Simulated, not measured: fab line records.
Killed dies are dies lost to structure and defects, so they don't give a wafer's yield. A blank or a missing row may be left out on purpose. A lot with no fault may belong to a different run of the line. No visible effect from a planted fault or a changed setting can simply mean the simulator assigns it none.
fab line records	flow nand-harc	part 1 of 2: steps 1 to 26 of 35
record lots=5	wafers=15	last-day=26
route steps=1159 shown A_BLC@975 A_M0@994
lots that met no fault: taken from a fault-free run of the same line
start-h: start of the lot's first displayed wafer, in hours after the record's first day	wait-h: hours elapsed since this lot's preceding step	" identical to the entry in the row above	L1.1+2: several wafers, shown together as one row	- no value present, or no start provided	* or withheld: withheld	< > ~ a bound
route shown NAME@n: a module of which the file shows steps, and the number in the route of the first	usual: average and standard deviation across the fault-free wafers	same: alike in all rows	chamber/n: place in a boat	sites: readings site by site	_std_site: the values' standard deviation	_edge_site: the outer-site mean with the inner-site mean subtracted	radius-mm: how far each site lies from the wafer's centre	mask NAME#n: copy n	behind: the tool/chamber that last shaped the wafer	hold: reason for holding the lot/hours on hold/outcome of the hold	device: which transistor (n, p or np) failed to switch	end of line: tests run on the same wafers once the route is complete	for a step that has no rows: nothing shown but its recipe	killed: at the first sort, the dies lost to defects and structure; wafer yield is something else	map: the dies of a wafer, with x for killed, . for not killed, _ for no die there
set.NAME: the setting the step ran with; set.NAME@STEP: the setting that earlier step ran with	model.NAME: the simulator's own value behind a step, which no gauge read
lots seen at some steps along the route; tables by step, rows by wafer
services: when a tool's chamber went out of use (start-h, in hours from the record's first day, below 0 if earlier), for how many hours, and the reason
## steps
# step NHARC_A_BLC_OVL_MEAS_11
# usual overlay-x-nm=0.1/0.69	overlay-y-nm=-0.1/0.79
lot.wafer	tool	chamber	start-h	wait-h	overlay-x-nm	overlay-y-nm
L082.1	overlay-02	-	509.73	-	-0.1	-0.9
L082.3	"	-	"	"	0.0	-1.0
L082.5	"	-	"	"	0.1	-0.8
L088.1	overlay-01	-	511.02	-	0.7	0.1
L088.3	"	-	"	"	1.2	-0.1
L088.4	"	-	"	"	1.1	0.3
L085.1	overlay-02	-	516.14	-	0.1	-1.3
L085.2	"	-	"	"	0.0	-0.2
L085.3	"	-	"	"	-0.3	-0.3
L090.3	overlay-02	-	541.25	-	0.8	1.2
L090.4	"	-	"	"	0.7	1.3
L090.6	"	-	"	"	0.9	1.5
L092.1	overlay-01	-	546.10	-	-1.5	-0.9
L092.3	"	-	"	"	-1.6	-0.4
L092.4	"	-	"	"	-1.1	-1.0
# step NHARC_A_BLC_INSPECT_12
# usual raw-defect-count=31/14
lot.wafer	tool	chamber	start-h	wait-h	raw-defect-count
L082.1	defect-inspect-01	-	509.77	0.0	35
L082.3	"	-	"	"	35
L082.5	"	-	"	"	29
L088.1	defect-inspect-02	-	511.05	0.0	36
L088.3	"	-	"	"	27
L088.4	"	-	"	"	33
L085.1	defect-inspect-02	-	516.18	0.0	47
L085.2	"	-	"	"	45
L085.3	"	-	"	"	32
L090.3	defect-inspect-01	-	541.29	0.0	25
L090.4	"	-	"	"	42
L090.6	"	-	"	"	35
L092.1	defect-inspect-02	-	546.14	0.0	35
L092.3	"	-	"	"	40
L092.4	"	-	"	"	37
# step NHARC_A_BLC_DESCUM_15
# recipe time-s=3	o2-flow-sccm=200	ar-flow-sccm=0	bias-power-w=0	chemistry=O2
# usual drypump-motor-current-A=5.5/0.34	oes-product-au=0.998/0.0082	rf-vpp-V=58.0/0.88	showerhead-plenum-p-Torr=1.95/0.091	throttle-valve-pct=11.312/0.0087
lot.wafer	tool	chamber	start-h	wait-h	drypump-motor-current-A	oes-product-au	rf-hours-counter-h	rf-vpp-V	showerhead-plenum-p-Torr	throttle-valve-pct
L082.3	rie-diel-08	2	509.83	0.1	5.9	1.011	1	58.4	2.04	11.321
L082.1	"	1	"	"	5.2	1.003	1	58.8	1.95	11.315
L082.5	"	0	"	"	5.3	1.001	-	59.4	1.89	11.306
L088.1	rie-diel-08	1	511.11	0.1	5.2	1.001	2	57.6	1.95	11.314
L088.3	"	2	"	"	5.9	1.000	2	58.3	2.04	11.317
L088.4	"	1	"	"	5.2	1.005	-	58.0	1.95	11.319
L085.2	rie-diel-06	2	516.24	0.1	5.6	0.990	8	59.0	1.90	11.315
L085.1	"	0	"	"	5.8	0.979	8	57.5	1.77	11.319
L085.3	"	1	"	"	6.1	1.000	8	57.4	2.05	11.314
L090.4	rie-diel-08	2	541.36	0.1	5.9	0.984	5	59.5	2.04	11.319
L090.3	"	0	"	"	5.3	0.988	5	57.7	1.89	11.313
L090.6	"	2	"	"	5.9	0.985	-	58.1	2.04	11.325
L092.1	rie-diel-08	0	546.20	0.1	5.3	0.993	5	56.5	1.89	11.302
L092.4	"	1	"	"	5.2	0.999	6	57.0	1.95	11.311
L092.3	"	2	"	"	5.9	0.992	6	57.1	2.04	11.321
# step NHARC_A_BLC_ETCH_16
# recipe target-depth-a=390	over-etch-frac=0.3	time-s=65	ion-energy-ev=80	cf4-flow-sccm=150	ar-flow-sccm=0	rf-w=300	bias-w=100	chemistry=CF4
# usual drypump-motor-current-A=5.5/0.34	oes-product-au=0.999/0.0072	rf-vpp-V=151.7/1.2	showerhead-plenum-p-Torr=1.80/0.078	throttle-valve-pct=13.284/0.0091
lot.wafer	tool	chamber	start-h	wait-h	drypump-motor-current-A	oes-product-au	rf-hours-counter-h	rf-vpp-V	showerhead-plenum-p-Torr	throttle-valve-pct
L082.1	rie-diel-08	1	509.94	0.1	5.2	0.986	1	152.3	1.80	13.279
L082.3	"	2	"	"	5.9	0.991	1	152.5	1.88	13.272
L082.5	"	0	"	"	5.3	0.995	-	151.2	1.75	13.290
L088.1	rie-diel-08	1	511.27	0.1	5.1	0.992	2	151.0	1.80	13.281
L088.3	"	0	"	"	5.3	1.006	2	151.0	1.75	13.280
L088.4	"	0	"	"	5.3	0.997	-	150.2	1.75	13.284
L085.3	rie-diel-06	1	516.33	0.1	6.1	1.005	8	153.6	1.88	13.265
L085.1	"	2	"	"	5.6	1.002	8	152.9	1.76	13.294
L085.2	"	3	"	"	5.1	1.009	8	151.9	1.87	13.277
L090.3	rie-diel-08	0	541.44	0.1	5.3	0.992	5	150.9	1.74	13.271
L090.4	"	2	"	"	5.9	0.985	5	153.6	1.88	13.278
L090.6	"	0	"	"	5.3	0.986	-	150.4	1.74	13.286
L092.4	rie-diel-08	0	546.30	0.1	5.3	0.986	5	150.5	1.74	13.279
L092.3	"	2	"	"	5.9	0.986	6	150.6	1.88	13.286
L092.1	"	3	"	"	5.5	0.995	3	152.3	1.82	13.307
# step NHARC_A_BLC_ETCH_17
# recipe target-depth-a=3900	over-etch-frac=0.25	time-s=609.38	ion-energy-ev=200	n2-flow-sccm=150	h2-flow-sccm=150	ar-flow-sccm=0	rf-w=400	bias-w=150	chemistry=N2/H2
# usual drypump-motor-current-A=5.5/0.34	oes-product-au=0.998/0.0079	rf-vpp-V=431.4/2.8	showerhead-plenum-p-Torr=2.07/0.1	throttle-valve-pct=14.171/0.0097
lot.wafer	tool	chamber	start-h	wait-h	drypump-motor-current-A	oes-product-au	rf-hours-counter-h	rf-vpp-V	showerhead-plenum-p-Torr	throttle-valve-pct
L082.1	rie-diel-08	1	-	-	5.2	0.994	1	431.8	2.08	14.186
L082.3	"	2	"	"	5.9	1.001	1	434.1	2.18	14.183
L082.5	"	2	"	"	5.9	0.998	-	432.6	2.18	14.167
L088.3	rie-diel-08	2	-	-	5.9	0.998	2	435.8	2.18	14.177
L088.1	"	0	"	"	5.3	1.000	2	429.3	2.01	14.173
L088.4	"	1	"	"	5.2	1.004	-	431.4	2.08	14.176
L085.1	rie-diel-06	3	-	-	5.2	1.008	9	433.1	2.17	14.182
L085.2	"	0	"	"	5.7	1.000	8	425.2	1.88	14.166
L085.3	"	2	"	"	5.6	0.997	8	430.6	2.03	14.167
L090.3	rie-diel-08	1	-	-	5.2	0.985	5	431.6	2.08	14.161
L090.4	"	0	"	"	5.3	0.984	5	430.4	2.01	14.167
L090.6	"	1	"	"	5.2	0.991	-	431.6	2.08	14.167
L092.4	rie-diel-08	0	-	-	5.3	0.989	6	429.8	2.01	14.165
L092.3	"	1	"	"	5.2	0.984	6	432.2	2.08	14.151
L092.1	"	2	"	"	5.9	0.993	6	435.2	2.18	14.171
# step NHARC_A_BLC_ETCH_18
# recipe target-depth-a=9100	c4f8-flow-sccm=20	o2-flow-sccm=10	ar-flow-sccm=withheld	rf-w=600	bias-w=1500	chemistry=C4F8/O2/Ar
# usual oes-product-au=0.955/0.019	rf-vpp-V=980/6.2
lot.wafer	tool	chamber	start-h	wait-h	oes-product-au	rf-hours-counter-h	rf-vpp-V
L082.3	rie-diel-08	0	-	-	0.964	2	977
L082.1	"	1	"	"	0.965	2	982
L082.5	"	2	"	"	0.976	-	987
L088.1	rie-diel-08	0	-	-	0.926	2	976
L088.3	"	2	"	"	0.926	2	986
L088.4	"	1	"	"	0.929	-	980
L085.1	rie-diel-06	2	-	-	0.966	8	977
L085.2	"	3	"	"	0.973	9	985
L085.3	"	0	"	"	0.971	8	968
L090.3	rie-diel-08	1	-	-	0.951	6	980
L090.4	"	3	"	"	0.955	3	982
L090.6	"	1	"	"	0.948	-	980
L092.3	rie-diel-08	3	-	-	0.936	4	982
L092.1	"	0	"	"	0.930	6	977
L092.4	"	1	"	"	0.949	6	980
# step NHARC_A_BLC_CD_MEAS_19
# usual cd-nm=99.6/1.4
lot.wafer	tool	chamber	start-h	wait-h	cd-nm
L082.1	cd-sem-02	-	511.04	-	98.6
L082.3	"	-	"	"	101.7
L082.5	"	-	"	"	102.7
L088.1	cd-sem-03	-	512.79	-	98.3
L088.3	"	-	"	"	102.3
L088.4	"	-	"	"	100.2
L085.1	cd-sem-01	-	517.21	-	98.5
L085.2	"	-	"	"	98.6
L085.3	"	-	"	"	98.8
L090.3	cd-sem-03	-	542.32	-	100.2
L090.4	"	-	"	"	100.5
L090.6	"	-	"	"	99.3
L092.1	cd-sem-03	-	547.20	-	100.2
L092.3	"	-	"	"	100.6
L092.4	"	-	"	"	99.4
# step NHARC_A_BLC_STRIP_29
# recipe cf4-flow-sccm=150	ar-flow-sccm=0	bias-w=0	chemistry=CF4
# usual drypump-motor-current-A=5.6/0.35	oes-product-au=0.997/0.0067	rf-vpp-V=59.6/1	showerhead-plenum-p-Torr=1.80/0.084	throttle-valve-pct=13.283/0.0098
lot.wafer	tool	chamber	start-h	wait-h	drypump-motor-current-A	oes-product-au	rf-hours-counter-h	rf-vpp-V	showerhead-plenum-p-Torr	throttle-valve-pct
L082.1	rie-diel-08	2	511.18	0.1	5.9	0.992	2	59.9	1.88	13.284
L082.3	"	1	"	"	5.2	0.994	2	58.7	1.80	13.282
L082.5	"	0	"	"	5.3	0.995	-	58.8	1.75	13.285
L088.4	rie-diel-06	2	512.86	0.1	5.6	1.007	8	59.8	1.76	13.276
L088.3	"	3	"	"	5.1	1.007	8	60.2	1.87	13.260
L088.1	"	1	"	"	6.1	1.000	8	60.8	1.88	13.271
L085.2	rie-diel-06	0	517.28	0.1	5.8	0.994	8	58.8	1.65	13.288
L085.1	"	1	"	"	6.1	0.992	9	60.9	1.88	13.284
L085.3	"	3	"	"	5.1	0.999	9	60.7	1.87	13.283
L090.3	rie-diel-08	1	542.40	0.1	5.1	0.988	6	58.8	1.80	13.275
L090.4	"	3	"	"	5.5	0.995	3	59.0	1.82	13.282
L090.6	"	0	"	"	5.3	0.995	-	59.3	1.74	13.289
L092.4	rie-diel-06	3	547.28	0.1	5.2	1.007	11	59.4	1.87	13.272
L092.1	"	1	"	"	6.2	1.003	11	59.6	1.88	13.292
L092.3	"	2	"	"	5.6	1.011	11	59.7	1.76	13.283
# step NHARC_A_BLC_STRIP_21
# recipe o2-flow-sccm=500	ar-flow-sccm=0	bias-w=0	chemistry=O2
# usual drypump-motor-current-A=5.6/0.36	oes-product-au=0.997/0.0074	rf-vpp-V=58.0/0.97	showerhead-plenum-p-Torr=3.59/0.17	throttle-valve-pct=17.036/0.0086
lot.wafer	tool	chamber	start-h	wait-h	drypump-motor-current-A	oes-product-au	rf-hours-counter-h	rf-vpp-V	showerhead-plenum-p-Torr	throttle-valve-pct
L082.3	rie-diel-08	0	511.33	0.1	5.3	0.999	2	57.4	3.48	17.041
L082.1	"	1	"	"	5.2	0.997	2	57.9	3.59	17.026
L082.5	"	0	"	"	5.3	1.003	-	58.0	3.48	17.048
L088.4	rie-diel-06	1	512.97	0.1	6.1	1.007	8	58.6	3.76	17.030
L088.3	"	3	"	"	5.1	0.988	8	57.6	3.74	17.029
L088.1	"	0	"	"	5.9	0.998	8	57.9	3.28	17.029
L085.2	rie-diel-06	0	517.40	0.1	5.8	0.993	8	57.1	3.28	17.040
L085.1	"	1	"	"	6.1	0.993	9	57.2	3.76	17.044
L085.3	"	2	"	"	5.6	1.003	8	58.5	3.50	17.037
L090.4	rie-diel-08	0	542.52	0.1	5.3	0.983	5	58.5	3.48	17.039
L090.3	"	1	"	"	5.2	0.992	6	58.9	3.59	17.019
L090.6	"	3	"	"	5.5	0.983	-	58.1	3.63	17.031
L092.1	rie-diel-06	0	547.39	0.1	5.8	1.006	11	55.7	3.28	17.022
L092.4	"	1	"	"	6.1	1.012	11	59.0	3.76	17.035
L092.3	"	2	"	"	5.6	1.006	11	58.0	3.50	17.028
# step NHARC_A_BLC_STRIP_22
# recipe time-s=600	temp-c=30	chemistry=post-etch-residue-remover
# usual temp-c=29.99/0.1
lot.wafer	tool	chamber	start-h	wait-h	temp-c
L082.3	wet-bench-07	5	511.50	-	29.99
L082.5	"	6	"	"	29.73
L082.1	"	0	"	"	29.92
L088.3	wet-bench-04	2	513.12	-	29.97
L088.4	"	3	"	"	29.86
L088.1	"	6	"	"	30.04
L085.3	wet-bench-05	3	517.54	-	29.97
L085.1	"	4	"	"	30.08
L085.2	"	6	"	"	29.93
L090.6	wet-bench-07	1	542.65	-	29.88
L090.3	"	4	"	"	29.87
L090.4	"	6	"	"	30.04
L092.1	wet-bench-05	6	547.54	-	30.08
L092.3	"	1	"	"	29.93
L092.4	"	2	"	"	29.98
# step NHARC_A_BLC_DEGAS_30
# recipe temp-c=300	time-s=60
# usual heater-power-w=482/38
lot.wafer	tool	chamber	start-h	wait-h	heater-power-w
L082.1	pvd-sputter-02	-	511.77	-	552
L082.3	"	-	"	"	491
L082.5	"	-	"	"	440
L088.4	pvd-sputter-03	-	513.39	-	444
L088.1	"	-	"	"	407
L088.3	"	-	"	"	495
L085.2	pvd-sputter-02	-	517.81	-	532
L085.1	"	-	"	"	498
L085.3	"	-	"	"	450
L090.3	pvd-sputter-03	-	542.92	-	429
L090.4	"	-	"	"	474
L090.6	"	-	"	"	437
L092.1	pvd-sputter-01	-	547.82	-	490
L092.3	"	-	"	"	502
L092.4	"	-	"	"	470
# step NHARC_A_BLC_PRE_CLEAN_31
# recipe time-s=15	bias-v=250	gas=Ar
lot.wafer	tool	chamber	start-h	wait-h
L082.1+3+5	pvd-sputter-02	-	-	-
L088.1+3+4	pvd-sputter-03	-	-	-
L085.2+1+3	pvd-sputter-02	-	-	-
L090.4+3+6	pvd-sputter-03	-	-	-
L092.3+1+4	pvd-sputter-01	-	-	-
# step NHARC_A_BLC_PVD_32
# recipe target-thk-a=50	chamber-pressure-pa=5	power-w=5000	substrate-temp-c=200	time-s=17.7	material=Ti
# usual throttle-valve-pct=29.8/0.8
lot.wafer	tool	chamber	start-h	wait-h	throttle-valve-pct
L082.3	pvd-sputter-02	-	-	-	30.3
L082.1	"	-	"	"	29.8
L082.5	"	-	"	"	30.1
L088.1	pvd-sputter-03	-	-	-	30.6
L088.3	"	-	"	"	29.8
L088.4	"	-	"	"	28.9
L085.2	pvd-sputter-02	-	-	-	30.2
L085.1	"	-	"	"	29.0
L085.3	"	-	"	"	31.2
L090.4	pvd-sputter-03	-	-	-	29.7
L090.3	"	-	"	"	28.9
L090.6	"	-	"	"	29.9
L092.4	pvd-sputter-01	-	-	-	29.8
L092.1	"	-	"	"	29.5
L092.3	"	-	"	"	29.0
# step NHARC_A_BLC_ALD_23
# recipe target-thk-a=30	pulse-time-s=1	ald-cycles=150	temp-c=450	material=TiN
# usual heater-power-w=1083/120	precursor-pulse-height-rel=1.001/0.018
# same ald-cycles=150
lot.wafer	tool	chamber	start-h	wait-h	heater-power-w	precursor-pulse-height-rel
L082.3	ald-metal-01	2	512.00	-	1254	1.004
L082.1	"	1	"	"	965	0.987
L082.5	"	2	"	"	1239	1.020
L088.1	ald-metal-03	3	513.63	-	987	0.995
L088.4	"	0	"	"	872	1.019
L088.3	"	1	"	"	1206	0.987
L085.3	ald-metal-03	1	518.07	-	1208	1.010
L085.2	"	2	"	"	981	1.017
L085.1	"	3	"	"	997	0.997
L090.3	ald-metal-03	1	543.19	-	1238	1.001
L090.4	"	3	"	"	1006	1.014
L090.6	"	0	"	"	902	0.992
L092.3	ald-metal-01	0	548.05	-	1209	0.996
L092.1	"	1	"	"	934	0.981
L092.4	"	2	"	"	1232	0.992
# step NHARC_A_BLC_CVD_24
# recipe target-thk-a=1500	temp-c=300	pressure-torr=40	wf6-flow-sccm=40	h2-flow-sccm=1600	ar-flow-sccm=1560	time-s=434	material=W
# usual heater-power-w=453/33	throttle-valve-pct=8.10/0.2
lot.wafer	tool	chamber	start-h	wait-h	heater-power-w	throttle-valve-pct
L082.1	cvd-w-02	1	-	-	452	8.00
L082.3	"	0	"	"	467	8.07
L082.5	"	1	"	"	450	8.04
L088.1	cvd-w-02	1	-	-	458	8.04
L088.4	"	1	"	"	455	8.19
L088.3	"	0	"	"	485	8.22
L085.2	cvd-w-01	0	-	-	392	8.17
L085.1	"	1	"	"	472	7.76
L085.3	"	1	"	"	476	8.18
L092.1	cvd-w-02	1	-	-	452	8.17
L092.3	"	1	"	"	461	8.15
L092.4	"	0	"	"	490	8.20
L090.3	cvd-w-01	0	-	-	392	7.98
L090.4	"	1	"	"	465	8.12
L090.6	"	1	"	"	471	8.07
# step NHARC_A_BLC_CMP_25
# recipe t-overpolish-s=30	target-thk-nm=150
# usual motor-current-A=12.0/1.2	overpolish-run-s=30.000/0.0088	time-to-endpoint-s=30.1/2.1
lot.wafer	tool	chamber	start-h	wait-h	motor-current-A	overpolish-run-s	time-to-endpoint-s
L082.1	cmp-02	3	514.02	0.4	12.1	29.995	30.3
L082.3	"	1	"	"	10.3	30.001	30.2
L082.5	"	2	"	"	10.1	29.998	29.4
L088.1	cmp-04	3	514.45	0.5	10.8	30.007	34.0
L088.3	"	0	"	"	10.9	30.004	33.7
L088.4	"	1	"	"	11.8	29.982	32.8
L085.3	cmp-04	1	523.46	0.3	12.9	29.992	27.1
L085.1	"	2	"	"	13.1	30.003	28.0
L085.2	"	3	"	"	10.8	29.997	32.2
L090.4	cmp-03	0	560.27	0.2	11.1	29.974	30.2
L090.3	"	1	"	"	12.7	30.000	31.1
L090.6	"	0	"	"	11.3	30.000	30.2
L092.3	cmp-02	1	560.32	0.3	10.7	29.995	26.7
L092.1	"	3	"	"	11.8	29.993	27.2
L092.4	"	0	"	"	14.1	29.995	28.7
# step NHARC_A_BLC_SRD_27
lot.wafer	tool	chamber	start-h	wait-h
L082.3+1+5	wet-bench-05	6,7,1	514.33	0.0
L088.3+4+1	wet-bench-05	5,6,0	514.75	0.0
L085.1+2+3	wet-bench-04	2,5,6	523.78	0.0
L090.3+6+4	wet-bench-07	5,7,0	560.60	0.0
L092.1+3+4	wet-bench-05	7,0,3	560.65	0.0
# step NHARC_A_BLC_INSPECT_28
# usual raw-defect-count=416/98
lot.wafer	tool	chamber	start-h	wait-h	raw-defect-count
L082.1	defect-inspect-02	-	514.41	0.1	326
L082.3	"	-	"	"	299
L082.5	"	-	"	"	440
L088.1	defect-inspect-02	-	514.82	0.1	373
L088.3	"	-	"	"	545
L088.4	"	-	"	"	309
L085.1	defect-inspect-02	-	523.86	0.1	359
L085.2	"	-	"	"	456
L085.3	"	-	"	"	364
L090.3	defect-inspect-01	-	560.67	0.1	482
L090.4	"	-	"	"	421
L090.6	"	-	"	"	534
L092.1	defect-inspect-02	-	560.73	0.1	395
L092.3	"	-	"	"	308
L092.4	"	-	"	"	389
# step NHARC_A_M0_DEP_00
# recipe target-thk-a=1500	target-thk-nm=150	temp-c=withheld	pressure-torr=5	flow-sccm=200	rf-w=600	material=SiOC
lot.wafer	tool	chamber	start-h	wait-h
L082.3+1+5	pecvd-03	1,2,0	514.52	0.1
L088.3+1+4	pecvd-02	1,0,2	514.89	0.1
L085.1+2+3	pecvd-01	1,2,0	523.93	0.1
L090.3+6+4	pecvd-03	1,2,0	561.02	0.3
L092.1+3+4	pecvd-03	1,0,2	561.20	0.5
# step NHARC_A_M0_DEHYDRATE_01
# recipe temp-c=150	time-s=120
lot.wafer	tool	chamber	start-h	wait-h
L082.1+3+5	litho-track-04	0	514.88	-
L088.1+3+4	litho-track-04	0	515.30	-
L085.1+2+3	litho-track-01	0	524.33	-
L090.3+4+6	litho-track-04	0	561.33	-
L092.1+3+4	litho-track-06	0	561.60	-
# step NHARC_A_M0_HMDS_02
# recipe time-s=30
lot.wafer	tool	chamber	start-h	wait-h
L082.1+3+5	litho-track-04	0	-	-
L088.1+3+4	litho-track-04	0	-	-
L085.1+2+3	litho-track-01	0	-	-
L090.3+4+6	litho-track-04	0	-	-
L092.1+3+4	litho-track-06	0	-	-
# step NHARC_A_M0_COAT_33
# recipe temp-c=200	time-s=65
lot.wafer	tool	chamber	start-h	wait-h
L082.1+3+5	litho-track-04	0	-	-
L088.1+3+4	litho-track-04	0	-	-
L085.1+2+3	litho-track-01	0	-	-
L090.3+4+6	litho-track-04	0	-	-
L092.1+3+4	litho-track-06	0	-	-
# step NHARC_A_M0_COAT_03
# recipe spin-rpm=1500	resist-thk-nm=90
lot.wafer	tool	chamber	start-h	wait-h
L082.1+3+5	litho-track-04	0	-	-
L088.1+3+4	litho-track-04	0	-	-
L085.1+2+3	litho-track-01	0	-	-
L090.3+4+6	litho-track-04	0	-	-
L092.1+3+4	litho-track-06	0	-	-
# step NHARC_A_M0_SOFTBAKE_04
# recipe temp-c=105	time-s=55
lot.wafer	tool	chamber	start-h	wait-h
L082.1+3+5	litho-track-04	0	-	-
L088.1+3+4	litho-track-04	0	-	-
L085.1+2+3	litho-track-01	0	-	-
L090.3+4+6	litho-track-04	0	-	-
L092.1+3+4	litho-track-06	0	-	-
# step NHARC_A_M0_EBR_05
lot.wafer	tool	chamber	start-h	wait-h
L082.1+3+5	litho-track-04	0	-	-
L088.1+3+4	litho-track-04	0	-	-
L085.1+2+3	litho-track-01	0	-	-
L090.3+4+6	litho-track-04	0	-	-
L092.1+3+4	litho-track-06	0	-	-
# step NHARC_A_M0_EXPOSE_06
# recipe na=1.35	target-cd-nm=80	dose-mj=83.25	mask-id=A_M0
lot.wafer	tool	chamber	start-h	wait-h	mask
L082.1+3+5	arfi-scanner-01	0	515.16	-	A_M0#0
L088.1+3+4	arfi-scanner-03	0	515.46	-	A_M0#0
L085.1+2+3	arfi-scanner-03	0	524.50	-	A_M0#0
L090.3+4+6	arfi-scanner-03	0	561.50	-	A_M0#0
L092.1+3+4	arfi-scanner-01	0	561.89	-	A_M0#0
